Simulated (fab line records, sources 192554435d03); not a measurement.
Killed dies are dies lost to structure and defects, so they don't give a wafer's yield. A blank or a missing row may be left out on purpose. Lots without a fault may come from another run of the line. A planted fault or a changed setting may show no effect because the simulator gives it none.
Chamber matching | flow n5_finfet | N5_BEOL_M7_ETCH_65 on rie_diel-02: 4 sister chambers
The step etches SiARC in CF4, target depth 15.6 nm, time 26 s. 4 wafers are shown with their chamber, then 7 later ones without.

WAFERS WITH THEIR CHAMBER
wafer  | chamber | throttle_valve_pct (%)
L077.6 | 1       | 15.63
L085.3 | 2       | 15.29
L084.1 | 0       | 16.03
L084.3 | 3       | 15.87

WAFERS WITHOUT THEIR CHAMBER
wafer  | throttle_valve_pct (%)
L084.6 | 16.04
L088.1 | 16.04
L088.2 | 15.29
L088.5 | 15.65
L089.1 | 15.66
L089.5 | 16.04
L089.6 | 15.88

WHICH CHAMBER EACH WENT THROUGH
wafer  | from the rows above | in truth
L084.6 | 0                   | 0
L088.1 | 0                   | 0
L088.2 | 2                   | 2
L088.5 | 1                   | 1
L089.1 | 1                   | 1
L089.5 | 0                   | 0
L089.6 | 3                   | 3
Placed correctly: 7 of 7. Can't be placed from these rows: 0. Placed wrongly: 0.
How it was worked out, from the rows above alone: a wafer's distance from a chamber is the root of the sum, over the readings, of the square of ((its reading less the chamber's mean) divided by the reading's scatter). The wafer belongs to the nearest chamber; if the next one is less than 2 further off, it can't be placed. A chamber's mean is the mean of its shown wafers. The scatter: with one shown wafer a chamber, the root of the mean of the squares of how far each hidden wafer lies from its nearest shown one.
